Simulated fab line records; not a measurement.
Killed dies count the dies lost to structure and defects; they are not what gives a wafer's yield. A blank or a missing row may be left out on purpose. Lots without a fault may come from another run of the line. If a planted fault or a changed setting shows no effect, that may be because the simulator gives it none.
Matching of chambers / flow nand_harc / NHARC_A_DECK1_JOINT_DEP_16 on pecvd-04: 3 sister chambers
The step deposits SiO2, target thk 45 nm. 16 wafers are shown with their chamber, then 8 later ones without.

== WAFERS WITH THEIR CHAMBER ==
wafer=L164.1; chamber=1; heater_power_w (W)=723; throttle_valve_pct (%)=16.0; heater_power_outer_w (W)=427
wafer=L164.2; chamber=2; heater_power_w (W)=447; throttle_valve_pct (%)=15.5; heater_power_outer_w (W)=260
wafer=L164.5; chamber=0; heater_power_w (W)=560; throttle_valve_pct (%)=15.2; heater_power_outer_w (W)=303
wafer=L168.1; chamber=0; heater_power_w (W)=486; throttle_valve_pct (%)=15.3; heater_power_outer_w (W)=241
wafer=L168.2; chamber=2; heater_power_w (W)=453; throttle_valve_pct (%)=15.3; heater_power_outer_w (W)=279
wafer=L168.6; chamber=1; heater_power_w (W)=706; throttle_valve_pct (%)=15.8; heater_power_outer_w (W)=420
wafer=L172.2; chamber=2; heater_power_w (W)=477; throttle_valve_pct (%)=15.3; heater_power_outer_w (W)=297
wafer=L172.4; chamber=2; heater_power_w (W)=479; throttle_valve_pct (%)=15.4; heater_power_outer_w (W)=294
wafer=L172.5; chamber=1; heater_power_w (W)=744; throttle_valve_pct (%)=15.8; heater_power_outer_w (W)=431
wafer=L173.1; chamber=1; heater_power_w (W)=689; throttle_valve_pct (%)=15.8; heater_power_outer_w (W)=410
wafer=L173.2; chamber=2; heater_power_w (W)=504; throttle_valve_pct (%)=15.6; heater_power_outer_w (W)=321
wafer=L173.4; chamber=1; heater_power_w (W)=726; throttle_valve_pct (%)=16.0; heater_power_outer_w (W)=402
wafer=L176.1; chamber=1; heater_power_w (W)=611; throttle_valve_pct (%)=16.1; heater_power_outer_w (W)=340
wafer=L176.2; chamber=0; heater_power_w (W)=540; throttle_valve_pct (%)=15.5; heater_power_outer_w (W)=274
wafer=L176.5; chamber=0; heater_power_w (W)=532; throttle_valve_pct (%)=15.3; heater_power_outer_w (W)=275
wafer=L184.1; chamber=2; heater_power_w (W)=564; throttle_valve_pct (%)=15.1; heater_power_outer_w (W)=365

SIGNATURES (means of the wafers above)
reading=heater_power_w; chamber 0=529.50; chamber 1=699.83; chamber 2=487.33; scatter within a chamber=42.3
reading=throttle_valve_pct; chamber 0=15.325; chamber 1=15.917; chamber 2=15.367; scatter within a chamber=0.149
reading=heater_power_outer_w; chamber 0=273.25; chamber 1=405.00; chamber 2=302.67; scatter within a chamber=33.1
Rule: for each reading, subtract the chamber's mean from the wafer's reading, divide by that reading's scatter and square the result; add these up over the readings and take the root, which gives the wafer's distance from the chamber. The wafer belongs to the nearest chamber; if the next one is less than 2 further off, it can't be placed. The scatter: the root of (the sum of the squares of (reading less its chamber's mean) over the shown wafers, divided by (wafers less chambers)).

== WAFERS WITH NO CHAMBER GIVEN ==
wafer=L184.3; heater_power_w (W)=485; throttle_valve_pct (%)=15.9; heater_power_outer_w (W)=233
wafer=L184.6; heater_power_w (W)=431; throttle_valve_pct (%)=15.1; heater_power_outer_w (W)=249
wafer=L186.1; heater_power_w (W)=673; throttle_valve_pct (%)=15.4; heater_power_outer_w (W)=392
wafer=L186.4; heater_power_w (W)=524; throttle_valve_pct (%)=15.1; heater_power_outer_w (W)=321
wafer=L186.6; heater_power_w (W)=481; throttle_valve_pct (%)=15.5; heater_power_outer_w (W)=219
wafer=L187.3; heater_power_w (W)=666; throttle_valve_pct (%)=15.5; heater_power_outer_w (W)=382
wafer=L187.4; heater_power_w (W)=690; throttle_valve_pct (%)=15.5; heater_power_outer_w (W)=391
wafer=L187.6; heater_power_w (W)=437; throttle_valve_pct (%)=15.0; heater_power_outer_w (W)=262

== THE CHAMBER EACH PASSED THROUGH ==
wafer=L184.3; from the rows above=can't be placed: 2 or 0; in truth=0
wafer=L184.6; from the rows above=can't be placed: 2 or 0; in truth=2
wafer=L186.1; from the rows above=can't be placed: 1 or 0 or 2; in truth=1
wafer=L186.4; from the rows above=can't be placed: 2 or 0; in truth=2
wafer=L186.6; from the rows above=can't be placed: 0 or 2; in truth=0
wafer=L187.3; from the rows above=can't be placed: 1 or 0 or 2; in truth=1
wafer=L187.4; from the rows above=1; in truth=1
wafer=L187.6; from the rows above=can't be placed: 2 or 0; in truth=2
Correctly placed: 1 of 8. Not placeable from these rows: 7 (in 7, the candidates include the true chamber). 0 placed wrongly.
